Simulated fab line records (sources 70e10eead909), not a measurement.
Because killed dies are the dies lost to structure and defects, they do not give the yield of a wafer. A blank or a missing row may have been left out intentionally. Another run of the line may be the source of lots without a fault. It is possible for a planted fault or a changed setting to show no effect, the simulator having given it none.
fab line records	flow nand_harc	part 1 of 2: steps 1 to 4 of 6
record: lots: 22	wafers: 66	last_day: 33
route steps=1302 shown A_CONTACT@1045 A_BLC@1119 A_M0@1151
lots that met no fault: taken from a fault-free run of the same line
start_h: hours from the record's first day to the start of the lot's first wafer shown	wait_h: hours since the lot's step before	" repeats the value in the row above	L1.1+2: a single row standing in for several wafers	- either no value or no given start	* or withheld: withheld	< > ~ a bound
route shown NAME@n: names a module that has steps shown in the file, with the first one's number in the route	usual: mean/standard deviation taken from wafers without a fault	same: alike in all rows	chamber/n: place in a boat	sites: each site's reading	_std_site: the standard deviation of these	_edge_site: outer sites' mean less inner sites'	radius_mm: how far each site lies from the wafer's centre	mask NAME#n: copy n	behind: the most recent tool/chamber to have shaped the wafer	hold: the reason the lot was held/the length of the hold in hours/how it ended	device: names the non-switching transistor (n, p or np)	end of line: at the end of the route, the tests of the same wafers	a step without rows: its recipe alone	killed: not the wafer's yield, but the dies lost to structure and defects at the first sort	map: a wafer's dies, x killed, . not, _ none there
set.NAME: the setting as run; set.NAME@STEP: as run at that earlier step	model.NAME: the simulator's own value behind a step, which no gauge read
steps of the route over a sample of lots; a table a step, a row a wafer
services: a tool's chamber out of use, with start hour (start_h, from the record's first day; less than 0 if before it), hours out, and reason
== steps ==
step: NHARC_A_CONTACT_ETCH_77
recipe: target_depth_a: 1089	time_s: 54.5	cf4_flow_sccm: 100	chf3_flow_sccm: 30	ar_flow_sccm: 0	rf_w: 500	bias_w: 200	chemistry: CF4/CHF3
usual: drypump_motor_current_A: 5.6/0.43	oes_product_au: 0.934/0.019	rf_fwd_power_W: 494.9/1.7	rf_vpp_V: 369.8/2.5	showerhead_plenum_p_Torr: 1.55/0.072	throttle_valve_pct: 16.802/0.0086
lot.wafer	tool	chamber	start_h	wait_h	drypump_motor_current_A	oes_product_au	rf_fwd_power_W	rf_hours_counter_h	rf_vpp_V	showerhead_plenum_p_Torr	throttle_valve_pct
L074.1	rie_diel-09	3	-	-	6.0	0.972	490.9	31	373.8	1.67	16.798
L074.3	"	0	"	"	5.3	0.966	495.0	29	368.6	1.47	16.809
L074.4	"	1	"	"	5.4	0.970	493.7	29	370.4	1.60	16.803
L075.3	rie_diel-02	1	-	-	6.3	0.928	492.7	36	370.5	1.60	16.795
L075.1	"	2	"	"	6.3	0.930	494.8	35	371.0	1.55	16.796
L075.5	"	2	"	"	6.3	0.920	493.9	-	369.1	1.55	16.816
L077.3	rie_diel-09	2	-	-	5.2	0.912	497.6	2	366.1	1.46	16.796
L077.2	"	0	"	"	5.3	0.932	496.5	3	368.1	1.47	16.793
L077.1	"	1	"	"	5.4	0.943	494.1	3	372.1	1.60	16.800
L076.4	rie_diel-09	0	-	-	5.3	0.925	493.0	4	366.7	1.47	16.801
L076.2	"	2	"	"	5.1	0.932	493.7	4	367.6	1.46	16.824
L076.5	"	0	"	"	5.3	0.929	496.4	-	367.4	1.47	16.802
L078.4	rie_diel-09	0	-	-	5.3	0.924	494.0	6	365.7	1.47	16.800
L078.5	"	0	"	"	5.3	0.920	495.0	-	367.9	1.47	16.829
L078.6	"	1	"	"	5.4	0.938	492.9	-	372.1	1.60	16.805
L079.1	rie_diel-02	2	-	-	6.3	0.925	494.4	50	369.8	1.54	16.814
L079.6	"	1	"	"	6.3	0.924	495.2	-	370.6	1.60	16.798
L079.4	"	0	"	"	5.1	0.939	495.4	-	371.2	1.58	16.791
L081.3	rie_diel-09	0	-	-	5.3	0.920	495.1	8	368.9	1.47	16.806
L081.4	"	2	"	"	5.2	0.926	497.1	9	366.8	1.46	16.797
L081.5	"	1	"	"	5.4	0.931	496.0	-	371.0	1.60	16.802
L080.1	rie_diel-11	1	-	-	5.6	0.927	495.4	47	371.7	1.57	16.809
L080.4	"	2	"	"	5.6	0.920	496.4	45	371.9	1.59	16.802
L080.5	"	2	"	"	5.6	0.925	495.0	-	370.9	1.59	16.802
L083.3	rie_diel-09	3	-	-	5.9	0.943	495.4	12	373.4	1.66	16.799
L083.6	"	3	"	"	6.0	0.941	493.8	-	371.9	1.66	16.796
L083.5	"	0	"	"	5.3	0.954	495.7	-	367.3	1.47	16.804
L082.5	rie_diel-09	3	-	-	5.9	0.922	493.3	-	376.0	1.66	16.827
L082.6	"	0	"	"	5.3	0.927	490.0	-	367.9	1.47	16.806
L082.4	"	1	"	"	5.4	0.945	495.6	-	371.5	1.59	16.811
L084.3	rie_diel-11	2	-	-	5.5	0.925	495.2	59	370.0	1.59	16.792
L084.4	"	3	"	"	6.1	0.934	496.4	54	366.9	1.47	16.790
L084.6	"	0	"	"	6.5	0.917	493.7	-	370.9	1.51	16.811
L085.1	rie_diel-02	2	-	-	6.3	0.979	498.3	6	369.8	1.54	16.813
L085.6	"	0	"	"	5.1	0.990	495.8	-	371.1	1.57	16.798
L085.5	"	1	"	"	6.3	0.974	495.7	-	372.0	1.59	16.803
L086.1	rie_diel-02	1	-	-	6.3	0.981	493.8	15	371.3	1.59	16.794
L086.4	"	2	"	"	6.4	0.978	496.8	13	369.3	1.54	16.787
L086.5	"	2	"	"	6.3	0.982	494.7	-	368.8	1.54	16.813
L087.3	rie_diel-09	1	-	-	5.4	0.927	496.3	21	372.0	1.59	16.793
L087.2	"	3	"	"	6.0	0.917	496.7	22	373.9	1.66	16.796
L087.5	"	1	"	"	5.4	0.946	495.6	-	370.0	1.59	16.810
L089.1	rie_diel-09	0	-	-	5.3	0.905	497.4	25	367.6	1.46	16.805
L089.2	"	1	"	"	5.4	0.936	494.1	25	371.9	1.59	16.790
L089.6	"	1	"	"	5.4	0.940	494.9	-	371.2	1.59	16.797
L088.4	rie_diel-09	3	-	-	6.0	0.919	495.7	28	372.5	1.66	16.809
L088.3	"	0	"	"	5.3	0.913	494.0	26	366.8	1.46	16.796
L088.1	"	1	"	"	5.4	0.943	496.2	26	371.1	1.59	16.803
L090.2	rie_diel-09	3	-	-	5.9	0.912	492.3	29	374.8	1.66	16.808
L090.4	"	0	"	"	5.3	0.916	495.2	27	366.3	1.46	16.802
L090.5	"	1	"	"	5.4	0.938	497.7	-	371.6	1.59	16.806
L093.2	rie_diel-09	3	-	-	6.0	0.935	497.6	4	373.3	1.66	16.806
L093.4	"	0	"	"	5.3	0.922	496.0	5	366.9	1.46	16.798
L093.6	"	0	"	"	5.3	0.921	495.7	-	368.8	1.46	16.799
L094.4	rie_diel-02	0	-	-	5.1	0.942	494.6	47	370.3	1.56	16.806
L094.3	"	1	"	"	6.3	0.929	491.6	38	370.7	1.58	16.796
L094.5	"	2	"	"	6.3	0.928	496.8	-	369.2	1.53	16.798
L095.2	rie_diel-09	2	-	-	5.1	0.934	493.1	7	366.1	1.46	16.801
L095.4	"	3	"	"	6.0	0.932	495.1	7	373.2	1.66	16.811
L095.6	"	1	"	"	5.4	0.944	496.9	-	370.3	1.59	16.799
L096.3	rie_diel-09	1	-	-	5.4	0.947	494.9	10	371.4	1.59	16.815
L096.1	"	2	"	"	5.1	0.930	496.5	11	367.3	1.46	16.797
L096.6	"	1	"	"	5.4	0.931	496.1	-	371.2	1.59	16.802
L097.1	rie_diel-09	0	-	-	5.3	0.911	494.8	10	365.8	1.46	16.800
L097.4	"	1	"	"	5.4	0.934	500.0	11	370.6	1.59	16.791
L097.5	"	0	"	"	5.3	0.913	495.2	-	367.2	1.46	16.822
step: NHARC_A_CONTACT_DESCUM_13
recipe: time_s: 3	o2_flow_sccm: 200	ar_flow_sccm: 0	bias_power_w: 0	chemistry: O2
usual: drypump_motor_current_A: 5.6/0.47	oes_product_au: 1.003/0.012	rf_vpp_V: 57.8/0.97	showerhead_plenum_p_Torr: 1.88/0.085	throttle_valve_pct: 11.311/0.0094
lot.wafer	tool	chamber	start_h	wait_h	drypump_motor_current_A	oes_product_au	rf_hours_counter_h	rf_vpp_V	showerhead_plenum_p_Torr	throttle_valve_pct
L074.1	rie_diel-02	1	502.09	0.1	6.4	1.002	28	59.3	1.95	11.304
L074.4	"	2	"	"	6.4	0.989	30	59.5	1.88	11.302
L074.3	"	3	"	"	5.2	0.997	33	59.0	1.87	11.319
L075.3	rie_diel-11	3	529.54	0.1	6.1	0.999	31	57.4	1.78	11.313
L075.1	"	1	"	"	5.6	0.993	36	58.2	1.91	11.317
L075.5	"	3	"	"	6.1	0.999	-	57.5	1.78	11.311
L077.1	rie_diel-11	3	530.94	0.1	6.1	1.012	32	58.0	1.78	11.314
L077.3	"	0	"	"	6.5	0.975	33	57.3	1.83	11.313
L077.2	"	2	"	"	5.6	0.992	36	59.5	1.94	11.320
L076.2	rie_diel-09	1	536.79	0.1	5.4	1.010	6	56.4	1.94	11.325
L076.4	"	2	"	"	5.1	0.984	6	59.0	1.77	11.322
L076.5	"	1	"	"	5.4	1.016	-	58.1	1.94	11.307
L078.4	rie_diel-11	2	549.71	0.1	5.6	0.986	40	56.2	1.94	11.329
L078.6	"	0	"	"	6.5	0.975	-	58.0	1.83	11.294
L078.5	"	1	"	"	5.7	0.988	-	58.3	1.91	11.297
L079.1	rie_diel-09	1	569.06	0.1	5.4	1.014	11	59.4	1.94	11.313
L079.4	"	2	"	"	5.1	1.000	10	57.7	1.77	11.305
L079.6	"	2	"	"	5.2	0.992	-	55.9	1.77	11.309
L081.3	rie_diel-09	0	574.17	0.1	5.3	1.000	11	56.8	1.78	11.329
L081.5	"	3	"	"	6.0	0.994	-	57.4	2.03	11.299
L081.4	"	1	"	"	5.4	1.014	-	56.6	1.94	11.310
L080.1	rie_diel-09	1	579.07	0.1	5.4	1.020	14	58.1	1.94	11.309
L080.4	"	0	"	"	5.3	0.994	-	58.8	1.78	11.305
L080.5	"	3	"	"	6.0	0.992	-	58.1	2.03	11.305
L083.3	rie_diel-09	0	586.40	0.1	5.3	0.995	15	57.2	1.78	11.305
L083.6	"	0	"	"	5.3	1.008	-	57.4	1.78	11.305
L083.5	"	1	"	"	5.4	1.013	-	58.8	1.94	11.319
L082.4	rie_diel-02	3	590.43	0.1	5.2	1.002	4	58.0	1.86	11.310
L082.6	"	1	"	"	6.3	1.001	-	58.0	1.94	11.311
L082.5	"	2	"	"	6.3	1.020	-	59.3	1.87	11.313
L084.4	rie_diel-02	1	605.36	0.1	6.3	0.996	9	57.9	1.94	11.286
L084.3	"	0	"	"	5.1	1.016	8	57.9	1.91	11.312
L084.6	"	2	"	"	6.3	1.014	-	57.1	1.87	11.313
L085.1	rie_diel-09	0	609.39	0.1	5.3	0.997	17	57.2	1.77	11.308
L085.5	"	0	"	"	5.3	0.999	-	56.8	1.77	11.306
L085.6	"	1	"	"	5.4	1.012	-	59.5	1.94	11.308
L086.4	rie_diel-09	2	637.45	0.1	5.1	1.001	17	58.0	1.77	11.320
L086.1	"	3	"	"	6.0	0.992	22	57.8	2.02	11.315
L086.5	"	1	"	"	5.4	1.020	-	56.7	1.94	11.315
L087.2	rie_diel-09	1	643.29	0.1	5.4	1.018	23	57.0	1.94	11.312
L087.3	"	3	"	"	6.0	0.994	24	59.0	2.02	11.326
L087.5	"	0	"	"	5.3	0.991	-	56.5	1.77	11.328
L089.2	rie_diel-02	3	661.48	0.1	5.2	1.016	27	56.5	1.85	11.302
L089.1	"	2	"	"	6.4	1.024	27	57.7	1.86	11.326
L089.6	"	3	"	"	5.2	1.012	-	58.6	1.85	11.311
L088.3	rie_diel-09	2	663.23	0.1	5.1	0.985	24	57.2	1.77	11.306
L088.4	"	3	"	"	6.0	0.989	29	58.6	2.02	11.318
L088.1	"	1	"	"	5.4	1.024	28	60.1	1.94	11.299
L090.4	rie_diel-09	2	669.54	0.1	5.1	0.994	25	58.5	1.77	11.323
L090.2	"	0	"	"	5.3	0.995	29	56.9	1.77	11.325
L090.5	"	3	"	"	6.0	0.988	-	57.8	2.02	11.328
L093.2	rie_diel-09	2	716.36	0.1	5.1	0.997	6	58.9	1.76	11.323
L093.4	"	3	"	"	6.0	1.010	6	58.3	2.02	11.334
L093.6	"	1	"	"	5.4	1.005	-	58.5	1.93	11.318
L094.3	rie_diel-02	0	718.93	0.1	5.1	1.011	52	56.9	1.90	11.305
L094.4	"	3	"	"	5.2	1.007	48	58.1	1.84	11.310
L094.5	"	0	"	"	5.1	1.012	-	57.6	1.90	11.309
L095.2	rie_diel-02	0	726.14	0.1	5.1	1.014	55	57.3	1.90	11.301
L095.6	"	0	"	"	5.1	1.010	-	58.2	1.90	11.302
L095.4	"	1	"	"	6.4	1.003	-	57.8	1.93	11.319
L096.1	rie_diel-02	2	746.53	0.1	6.3	1.013	54	57.8	1.85	11.308
L096.3	"	0	"	"	5.1	1.016	61	57.0	1.89	11.331
L096.6	"	3	"	"	5.2	1.009	-	56.9	1.84	11.314
L097.1	rie_diel-09	3	749.67	0.1	6.0	1.013	14	57.8	2.02	11.308
L097.4	"	0	"	"	5.3	1.006	12	57.0	1.77	11.307
L097.5	"	3	"	"	6.0	1.010	-	58.7	2.02	11.318
step: NHARC_A_CONTACT_ETCH_110
recipe: target_depth_a: 600	overetch_a: 60	time_s: 33	ion_energy_ev: 100	cf4_flow_sccm: 80	o2_flow_sccm: 20	ar_flow_sccm: 0	rf_w: 300	bias_w: 100	chemistry: CF4/O2
usual: drypump_motor_current_A: 5.6/0.44	oes_product_au: 1.001/0.011	rf_fwd_power_W: 295.7/1.1	rf_vpp_V: 197.5/1.6	showerhead_plenum_p_Torr: 1.32/0.06	throttle_valve_pct: 13.398/0.0091
lot.wafer	tool	chamber	start_h	wait_h	drypump_motor_current_A	oes_product_au	rf_fwd_power_W	rf_hours_counter_h	rf_vpp_V	showerhead_plenum_p_Torr	throttle_valve_pct
L074.3	rie_diel-11	2	505.58	0.1	5.6	0.988	297.4	25	196.9	1.35	13.379
L074.4	"	0	"	"	6.5	0.978	293.5	23	198.2	1.28	13.394
L074.1	"	1	"	"	5.6	0.993	296.4	26	198.0	1.34	13.411
L075.3	rie_diel-09	2	533.63	0.1	5.2	0.994	296.5	6	196.7	1.24	13.401
L075.1	"	3	"	"	6.0	0.990	295.4	5	200.7	1.41	13.401
L075.5	"	3	"	"	6.0	1.003	295.8	-	199.0	1.41	13.412
L077.1	rie_diel-09	2	534.71	0.1	5.1	1.006	296.7	6	195.2	1.24	13.392
L077.2	"	3	"	"	5.9	1.003	296.8	5	199.0	1.41	13.410
L077.3	"	1	"	"	5.4	1.027	295.9	6	198.1	1.35	13.403
L076.4	rie_diel-02	0	540.78	0.1	5.1	0.993	295.8	46	198.9	1.34	13.400
L076.2	"	1	"	"	6.3	0.995	294.8	45	198.1	1.36	13.377
L076.5	"	1	"	"	6.3	0.999	295.3	-	197.9	1.36	13.390
L078.4	rie_diel-09	1	553.19	0.1	5.4	1.010	296.5	8	197.6	1.35	13.402
L078.6	"	0	"	"	5.3	0.999	296.7	-	195.3	1.24	13.398
L078.5	"	1	"	"	5.4	1.008	295.9	-	198.3	1.35	13.393
L079.1	rie_diel-09	0	572.58	0.1	5.3	0.996	294.6	11	197.2	1.24	13.396
L079.6	"	3	"	"	6.0	0.994	295.8	-	199.8	1.41	13.390
L079.4	"	1	"	"	5.4	1.014	295.6	-	198.6	1.35	13.396
L081.3	rie_diel-09	1	578.78	0.1	5.4	1.015	295.2	14	198.5	1.35	13.409
L081.5	"	3	"	"	6.0	0.996	295.4	-	200.4	1.41	13.384
L081.4	"	1	"	"	5.4	1.017	295.3	-	199.7	1.35	13.394
L080.1	rie_diel-09	1	583.59	0.1	5.4	1.016	297.1	16	199.1	1.35	13.405
L080.4	"	3	"	"	6.0	0.994	296.6	-	199.0	1.41	13.395
L080.5	"	1	"	"	5.4	1.020	296.6	-	199.0	1.35	13.387
L083.3	rie_diel-02	1	590.10	0.1	6.3	1.002	294.8	6	198.4	1.35	13.402
L083.6	"	2	"	"	6.3	1.008	295.6	-	196.9	1.31	13.387
L083.5	"	3	"	"	5.2	1.005	293.0	-	194.9	1.30	13.399
L082.4	rie_diel-02	1	593.91	0.1	6.3	0.996	295.6	7	198.0	1.35	13.405
L082.6	"	3	"	"	5.2	0.996	294.4	-	197.8	1.30	13.397
L082.5	"	0	"	"	5.1	1.014	297.6	-	199.3	1.33	13.401
L084.4	rie_diel-11	2	608.86	0.1	5.6	0.993	295.9	63	200.1	1.35	13.411
L084.3	"	0	"	"	6.5	0.981	294.1	57	195.9	1.28	13.412
L084.6	"	1	"	"	5.6	1.000	296.2	-	197.7	1.33	13.406
L085.1	rie_diel-09	3	612.89	0.1	6.0	0.991	294.6	18	200.0	1.41	13.398
L085.6	"	0	"	"	5.3	0.998	295.4	-	195.5	1.24	13.379
L085.5	"	1	"	"	5.4	1.012	295.7	-	198.5	1.35	13.401
L086.4	rie_diel-09	3	640.92	0.1	6.0	0.987	294.5	24	199.3	1.41	13.387
L086.1	"	0	"	"	5.3	0.979	294.5	24	195.8	1.24	13.400
L086.5	"	0	"	"	5.3	0.979	295.4	-	194.9	1.24	13.398
L087.2	rie_diel-11	0	646.76	0.0	6.4	1.000	293.9	10	197.1	1.27	13.404
L087.3	"	1	"	"	5.6	1.009	296.1	10	197.0	1.33	13.407
L087.5	"	0	"	"	6.5	0.995	293.3	-	196.4	1.27	13.397
L089.2	rie_diel-09	1	665.13	0.1	5.4	1.012	295.9	29	197.0	1.35	13.379
L089.1	"	2	"	"	5.1	0.988	296.7	25	195.7	1.23	13.396
L089.6	"	0	"	"	5.3	0.987	296.7	-	195.7	1.24	13.380
L088.1	rie_diel-09	2	666.70	0.1	5.1	0.997	292.8	25	197.6	1.23	13.399
L088.4	"	3	"	"	6.0	0.991	294.9	30	199.0	1.41	13.403
L088.3	"	0	"	"	5.3	0.989	296.2	28	195.6	1.24	13.396
L090.2	rie_diel-09	1	673.03	0.1	5.4	1.012	296.1	30	197.4	1.35	13.393
L090.4	"	0	"	"	5.3	0.979	295.3	29	196.7	1.24	13.411
L090.5	"	2	"	"	5.1	0.999	295.4	-	196.2	1.23	13.411
L093.4	rie_diel-02	1	721.84	0.1	6.3	0.994	294.7	44	199.4	1.34	13.399
L093.2	"	2	"	"	6.4	1.014	295.7	47	196.1	1.30	13.400
L093.6	"	0	"	"	5.1	1.018	296.7	-	198.6	1.32	13.406
L094.3	rie_diel-11	2	722.41	0.1	5.6	0.988	296.0	42	198.8	1.34	13.387
L094.4	"	3	"	"	6.1	0.999	297.0	30	199.0	1.44	13.401
L094.5	"	2	"	"	5.6	0.997	296.3	-	197.0	1.34	13.382
L095.2	rie_diel-02	0	730.44	0.1	5.1	1.012	298.4	56	198.6	1.32	13.394
L095.6	"	0	"	"	5.1	1.008	298.0	-	197.2	1.32	13.399
L095.4	"	3	"	"	5.2	1.000	295.0	-	197.6	1.29	13.406
L096.3	rie_diel-09	2	750.58	0.4	5.2	1.005	296.6	16	194.4	1.23	13.392
L096.1	"	3	"	"	6.0	1.009	297.1	15	198.6	1.41	13.401
L096.6	"	2	"	"	5.1	1.010	295.9	-	195.7	1.23	13.419
L097.4	rie_diel-09	3	753.15	0.1	6.0	1.002	294.3	15	199.2	1.41	13.423
L097.1	"	1	"	"	5.4	1.015	295.7	14	199.5	1.35	13.399
L097.5	"	0	"	"	5.3	1.001	296.1	-	196.4	1.23	13.393
step: NHARC_A_BLC_INSPECT_12
usual: raw_defect_count: 83/33
lot.wafer	tool	chamber	start_h	wait_h	raw_defect_count
L074.1	defect_inspect-02	-	508.23	0.0	123
L074.3	"	-	"	"	112
L074.4	"	-	"	"	122
L075.1	defect_inspect-02	-	536.45	0.0	63
L075.3	"	-	"	"	54
L075.5	"	-	"	"	72
L077.1	defect_inspect-02	-	537.43	0.0	58
L077.2	"	-	"	"	63
L077.3	"	-	"	"	61
L076.2	defect_inspect-01	-	543.55	0.0	105
L076.4	"	-	"	"	95
L076.5	"	-	"	"	100
L078.4	defect_inspect-01	-	556.41	0.0	65
L078.5	"	-	"	"	65
L078.6	"	-	"	"	72
L079.1	defect_inspect-02	-	575.41	0.0	44
L079.4	"	-	"	"	72
L079.6	"	-	"	"	55
L081.3	defect_inspect-02	-	581.47	0.0	64
L081.4	"	-	"	"	68
L081.5	"	-	"	"	71
L080.1	defect_inspect-02	-	586.43	0.0	150
L080.4	"	-	"	"	146
L080.5	"	-	"	"	159
L083.3	defect_inspect-02	-	592.86	0.0	128
L083.5	"	-	"	"	136
L083.6	"	-	"	"	113
L082.4	defect_inspect-01	-	596.69	0.0	66
L082.5	"	-	"	"	73
L082.6	"	-	"	"	66
L084.3	defect_inspect-01	-	611.65	0.0	97
L084.4	"	-	"	"	73
L084.6	"	-	"	"	77
L085.1	defect_inspect-01	-	615.53	0.0	95
L085.5	"	-	"	"	83
L085.6	"	-	"	"	71
L086.1	defect_inspect-02	-	643.69	0.0	21
L086.4	"	-	"	"	17
L086.5	"	-	"	"	22
L087.2	defect_inspect-01	-	649.54	0.0	103
L087.3	"	-	"	"	104
L087.5	"	-	"	"	109
L089.1	defect_inspect-02	-	667.80	0.0	100
L089.2	"	-	"	"	93
L089.6	"	-	"	"	87
L088.1	defect_inspect-02	-	669.48	0.0	61
L088.3	"	-	"	"	70
L088.4	"	-	"	"	71
L090.2	defect_inspect-01	-	675.81	0.0	67
L090.4	"	-	"	"	73
L090.5	"	-	"	"	58
L093.2	defect_inspect-01	-	724.64	0.0	88
L093.4	"	-	"	"	77
L093.6	"	-	"	"	91
L094.3	defect_inspect-01	-	725.13	0.0	127
L094.4	"	-	"	"	89
L094.5	"	-	"	"	121
L095.2	defect_inspect-02	-	733.29	0.0	26
L095.4	"	-	"	"	23
L095.6	"	-	"	"	33
L096.1	defect_inspect-01	-	753.48	0.0	95
L096.3	"	-	"	"	85
L096.6	"	-	"	"	87
L097.1	defect_inspect-01	-	755.95	0.0	129
L097.4	"	-	"	"	134
L097.5	"	-	"	"	147
